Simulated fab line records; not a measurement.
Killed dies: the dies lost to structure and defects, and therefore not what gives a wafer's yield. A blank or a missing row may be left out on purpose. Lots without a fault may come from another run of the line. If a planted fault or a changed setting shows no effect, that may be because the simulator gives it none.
fab line records	flow nand-harc
[record] lots = 13	wafers = 39	last-day = 24
route steps=1159 shown P_ZERO_WELL@32 P_GATE@131
lots that met no fault: taken from a fault-free run of the same line
start-h: the number of hours between the record's first day and the start of the first shown wafer of the lot	wait-h: time in hours since the lot's previous step	" identical to the entry in the row above	L1.1+2: several wafers, shown together as one row	- no value present, or no start provided	* or withheld: withheld	< > ~ a bound
route shown NAME@n: a module of which the file shows steps, and the number in the route of the first	usual: average and standard deviation across the fault-free wafers	same: alike in all rows	chamber/n: place in a boat	sites: the reading at each site	_std_site: how widely they spread, as a standard deviation	_edge_site: mean of outer sites minus mean of inner sites	radius-mm: for every site, how far away it sits from the centre of the wafer	mask NAME#n: copy n	behind: tool/chamber where the wafer was last shaped	hold: why the lot was held/for how many hours/how that ended	device: the n, p or np transistor that did not switch	end of line: tests of these same wafers at the route's end	a step with no rows: only its recipe	killed: at the first sort, the dies lost to defects and structure; wafer yield is something else	map: a wafer's dies, x killed, . not, _ none there
set.NAME: setting as actually run; set.NAME@STEP: the setting as run at that earlier step	model.NAME: the simulator's own value behind a step, which no gauge read
the route's steps for a sample of lots (tables are steps, rows are wafers)
services: from which hour (start-h, from the record's first day; less than 0 if before it) a tool's chamber was out of use, for how many hours, and why
[[steps]]
[step NHARC_P_ZERO_WELL_IMPLANT_27]
[recipe] energy-kev = 600	dose-cm2 = 1e+13	tilt-deg = 7
[usual] tilt-deg = 7.000/0.021
lot.wafer	tool	chamber	start-h	wait-h	tilt-deg
L518.2	implanter-02	0	15.22	0.4	6.969
L518.4	"	0	"	"	6.977
L518.6	"	0	"	"	6.989
L519.1	implanter-02	0	20.91	0.1	6.976
L519.3	"	0	"	"	6.994
L519.6	"	0	"	"	6.981
L520.2	implanter-01	0	26.93	0.2	6.982
L520.3	"	0	"	"	6.989
L520.5	"	0	"	"	7.010
L522.3	implanter-01	0	39.01	0.2	6.997
L522.5	"	0	"	"	6.978
L522.6	"	0	"	"	6.996
L523.1	implanter-01	0	44.83	0.2	7.019
L523.2	"	0	"	"	6.960
L523.3	"	0	"	"	7.007
L524.1	implanter-01	0	51.16	0.2	7.004
L524.5	"	0	"	"	6.999
L524.6	"	0	"	"	6.999
L524.1	implanter-01	0	51.87	0.7	6.961
L524.5	"	0	"	"	6.970
L524.6	"	0	"	"	6.971
L525.4	implanter-01	0	57.53	0.2	6.989
L525.5	"	0	"	"	6.995
L525.6	"	0	"	"	7.009
L525.4	implanter-01	0	57.96	0.4	6.969
L525.5	"	0	"	"	7.006
L525.6	"	0	"	"	7.012
L530.1	implanter-01	0	86.76	0.1	6.987
L530.3	"	0	"	"	6.991
L530.5	"	0	"	"	6.977
L530.1	implanter-01	0	87.18	0.4	6.971
L530.3	"	0	"	"	6.980
L530.5	"	0	"	"	6.997
L536.1	implanter-02	0	122.81	0.1	7.011
L536.2	"	0	"	"	7.002
L536.6	"	0	"	"	7.001
L537.2	implanter-01	0	128.98	0.2	7.004
L537.3	"	0	"	"	7.001
L537.6	"	0	"	"	6.973
L538.1	implanter-02	0	135.14	0.1	7.015
L538.3	"	0	"	"	7.025
L538.5	"	0	"	"	7.008
L540.1	implanter-02	0	147.32	0.1	7.033
L540.3	"	0	"	"	7.017
L540.4	"	0	"	"	7.033
L541.2	implanter-01	0	152.99	0.1	6.983
L541.3	"	0	"	"	6.994
L541.6	"	0	"	"	7.003
[step NHARC_P_GATE_HM_DEP_102]
[recipe] target-thk-a = 1200	temp-c = 400	material = aC
[usual] throttle-valve-pct = 35.001/0.0076
lot.wafer	tool	chamber	start-h	wait-h	throttle-valve-pct
L518.2	acl-dep-03	0	82.77	0.5	34.997
L518.4	"	0	"	"	34.988
L518.6	"	0	"	"	35.011
L520.2	acl-dep-01	0	95.84	1.4	34.999
L520.3	"	0	"	"	35.011
L520.5	"	0	"	"	34.984
L519.1	acl-dep-01	0	96.38	1.9	34.999
L519.3	"	0	"	"	34.992
L519.6	"	0	"	"	35.003
L522.3	acl-dep-03	0	109.13	1.5	34.978
L522.5	"	0	"	"	34.999
L522.6	"	0	"	"	35.001
L523.1	acl-dep-02	0	122.21	3.4	34.996
L523.2	"	0	"	"	35.007
L523.3	"	0	"	"	34.993
L524.1	acl-dep-01	0	127.25	0.4	35.012
L524.5	"	0	"	"	34.997
L524.6	"	0	"	"	34.991
L525.4	acl-dep-03	0	127.57	0.7	35.008
L525.5	"	0	"	"	35.002
L525.6	"	0	"	"	35.014
L530.1	acl-dep-03	0	169.54	0.5	34.998
L530.3	"	0	"	"	35.004
L530.5	"	0	"	"	35.010
L537.2	acl-dep-01	0	199.94	0.5	34.993
L537.3	"	0	"	"	34.998
L537.6	"	0	"	"	35.003
L536.1	acl-dep-01	0	200.46	1.0	35.011
L536.2	"	0	"	"	35.024
L536.6	"	0	"	"	34.991
L538.1	acl-dep-02	0	200.48	1.0	34.997
L538.3	"	0	"	"	35.020
L538.5	"	0	"	"	34.999
L540.1	acl-dep-01	0	216.71	0.4	34.998
L540.3	"	0	"	"	34.986
L540.4	"	0	"	"	35.000
L541.2	acl-dep-01	0	224.20	0.5	35.003
L541.3	"	0	"	"	35.005
L541.6	"	0	"	"	34.990
[step NHARC_P_GATE_DESCUM_93]
[recipe] time-s = 3	o2-flow-sccm = 200	ar-flow-sccm = 0	bias-power-w = 0	chemistry = O2
[usual] drypump-motor-current-A = 5.6/0.48	oes-product-au = 1.000/0.0072	rf-vpp-V = 58.0/0.93	showerhead-plenum-p-Torr = 1.94/0.09	throttle-valve-pct = 11.310/0.01
lot.wafer	tool	chamber	start-h	wait-h	drypump-motor-current-A	oes-product-au	rf-hours-counter-h	rf-vpp-V	showerhead-plenum-p-Torr	throttle-valve-pct
L518.2	rie-diel-12	2	99.77	-	5.8	1.001	25	58.9	1.93	11.301
L518.4	"	0	"	"	5.8	0.997	23	58.4	1.93	11.298
L518.6	"	2	"	"	5.8	0.992	-	60.1	1.93	11.311
L519.1	rie-diel-02	2	113.41	-	5.5	1.003	26	58.4	1.80	11.307
L519.3	"	1	"	"	4.9	1.004	25	57.9	1.97	11.307
L519.6	"	3	"	"	5.8	0.991	-	60.7	2.01	11.330
L520.2	rie-diel-12	1	114.72	-	5.0	1.003	28	58.6	1.83	11.295
L520.3	"	2	"	"	5.8	0.999	30	57.4	1.93	11.315
L520.5	"	2	"	"	5.8	0.996	-	57.5	1.93	11.308
L522.3	rie-diel-02	1	127.93	-	4.9	1.008	27	56.2	1.97	11.321
L522.6	"	1	"	"	4.9	1.005	-	57.4	1.97	11.302
L522.5	"	2	"	"	5.5	1.016	-	57.5	1.80	11.303
L523.3	rie-diel-02	1	139.14	-	4.9	0.997	27	59.1	1.97	11.307
L523.1	"	3	"	"	5.8	0.989	29	57.9	2.01	11.306
L523.2	"	0	"	"	6.3	0.990	28	59.1	2.04	11.304
L525.4	rie-diel-02	1	143.84	-	4.9	0.995	27	57.1	1.97	11.312
L525.5	"	3	"	"	5.8	1.000	-	57.6	2.01	11.323
L525.6	"	0	"	"	6.3	0.990	-	57.5	2.04	11.303
L524.1	rie-diel-02	3	144.81	-	5.8	1.002	30	59.3	2.01	11.293
L524.5	"	3	"	"	5.8	0.994	-	58.2	2.01	11.329
L524.6	"	0	"	"	6.3	0.997	-	58.8	2.04	11.310
L530.1	rie-diel-11	2	186.93	-	4.8	0.994	59	57.8	2.02	11.321
L530.3	"	0	"	"	5.0	0.994	52	59.0	1.79	11.272
L530.5	"	2	"	"	4.8	1.002	-	58.4	2.02	11.315
L537.3	rie-diel-02	2	217.00	-	5.5	1.006	14	56.4	1.79	11.313
L537.2	"	1	"	"	4.9	1.009	15	58.5	1.96	11.307
L537.6	"	2	"	"	5.5	1.011	-	58.2	1.79	11.307
L538.3	rie-diel-02	0	217.69	-	6.3	1.012	16	58.6	2.03	11.323
L538.1	"	2	"	"	5.5	1.010	14	58.8	1.79	11.296
L538.5	"	3	"	"	5.8	0.998	-	59.8	2.00	11.319
L536.2	rie-diel-12	1	223.11	-	5.0	0.998	4	58.2	1.82	11.306
L536.1	"	2	"	"	5.8	1.000	4	57.3	1.92	11.308
L536.6	"	3	"	"	6.0	1.007	-	59.4	1.99	11.315
L540.4	rie-diel-02	2	233.67	-	5.5	1.002	16	55.7	1.79	11.315
L540.1	"	3	"	"	5.8	0.991	17	58.5	2.00	11.306
L540.3	"	0	"	"	6.3	1.003	17	57.2	2.03	11.303
L541.3	rie-diel-02	2	241.05	-	5.5	1.003	16	56.2	1.79	11.305
L541.2	"	0	"	"	6.3	0.994	18	58.2	2.03	11.302
L541.6	"	2	"	"	5.5	0.998	-	56.2	1.79	11.298
[step NHARC_P_GATE_RTA_64]
[recipe] temp-c = 1050	time-s = 1
[usual] lamp-power-pct = 32.7/1.6	wafer_temp_C_max = 1055.4/1.8
lot.wafer	tool	chamber	start-h	wait-h	lamp-power-pct	wafer_temp_C_max
L518.2	rtp-anneal-01	0	101.44	-	33.9	1054.6
L518.4	"	0	"	"	34.1	1053.5
L518.6	"	0	"	"	34.0	1054.4
L519.1	rtp-anneal-01	0	115.41	-	33.9	1054.5
L519.3	"	0	"	"	33.9	1054.5
L519.6	"	0	"	"	33.9	1054.8
L520.2	rtp-anneal-02	0	116.49	-	30.7	1055.7
L520.3	"	0	"	"	30.7	1056.9
L520.5	"	0	"	"	30.7	1058.7
L522.3	rtp-anneal-01	0	129.64	-	34.0	1053.4
L522.5	"	0	"	"	33.9	1053.9
L522.6	"	0	"	"	34.0	1055.0
L523.1	rtp-anneal-01	0	140.80	-	33.9	1057.0
L523.2	"	0	"	"	33.9	1054.4
L523.3	"	0	"	"	34.0	1055.5
L525.4	rtp-anneal-01	0	145.55	-	34.1	1053.9
L525.5	"	0	"	"	34.0	1054.8
L525.6	"	0	"	"	34.0	1055.8
L524.1	rtp-anneal-01	0	146.45	-	33.9	1053.9
L524.5	"	0	"	"	34.0	1055.2
L524.6	"	0	"	"	34.0	1054.8
L530.1	rtp-anneal-01	0	188.58	-	34.0	1054.3
L530.3	"	0	"	"	34.0	1054.1
L530.5	"	0	"	"	34.0	1054.0
L537.2	rtp-anneal-01	0	218.67	-	33.9	1054.8
L537.3	"	0	"	"	33.9	1053.6
L537.6	"	0	"	"	34.0	1053.6
L538.1	rtp-anneal-02	0	219.51	-	30.7	1057.5
L538.3	"	0	"	"	30.7	1058.5
L538.5	"	0	"	"	30.6	1055.8
L536.1	rtp-anneal-02	0	224.75	-	30.7	1055.6
L536.2	"	0	"	"	30.7	1055.4
L536.6	"	0	"	"	30.6	1056.3
L540.1	rtp-anneal-01	0	235.47	-	33.9	1055.0
L540.3	"	0	"	"	33.9	1054.6
L540.4	"	0	"	"	33.9	1055.0
L541.2	rtp-anneal-01	0	242.71	-	34.0	1053.8
L541.3	"	0	"	"	34.0	1053.7
L541.6	"	0	"	"	34.0	1052.9
[[services]]
tool	chamber	start-h	hours	kind
rie-diel-02	0	7.20	-	clean
rie-diel-02	1	7.20	-	clean
rie-diel-02	2	7.20	-	clean
rie-diel-02	3	7.20	-	clean
implanter-02	-	10.39	4.1	repair
implanter-01	-	11.85	14.1	repair
rie-diel-11	-	12.52	9.0	pm
implanter-02	-	22.31	47.9	repair
rie-diel-12	-	25.46	9.0	pm
acl-dep-03	-	42.00	13.0	pm
implanter-01	-	83.36	1.0	repair
implanter-02	-	85.00	13.0	pm
rie-diel-11	-	85.68	0.4	repair
acl-dep-01	-	111.00	13.0	pm
implanter-01	-	125.22	1.1	repair
rie-diel-02	-	150.70	9.0	pm
acl-dep-02	-	168.18	13.0	pm
implanter-01	-	170.91	15.0	repair
implanter-02	-	170.95	6.4	repair
rie-diel-11	-	189.82	9.0	pm
rie-diel-12	-	202.53	9.0	pm
rie-diel-11	2	216.06	3.2	repair
acl-dep-03	-	223.37	13.0	pm
implanter-01	-	239.08	3.5	repair
[[key]]
[first-sign] step = NHARC_P_ZERO_WELL_IMPLANT_27	reading = visit	direction = added
effect none on later readings
met-at NHARC_P_ZERO_WELL_IMPLANT_27
struck-lots L524,L525,L530
tester-left-out L524,L525,L530
not-acting-at NHARC_P_GATE_HM_DEP_102,NHARC_P_GATE_DESCUM_93,NHARC_P_GATE_RTA_64
[fault] kind = repeated-step-whole	tool = implanter-01,implanter-02	chamber = -	onset-h = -	steps = NHARC_P_ZERO_WELL_IMPLANT_27	times = 1	scope = struck-lots-only
// tester-left-out: of these lots the tester's yield and bins aren't shown, on N5 and GAA mostly nor the transistor test; their killed dies are dies lost to structure and defects alone, not to doping, threshold or leakage, so they don't give the yield
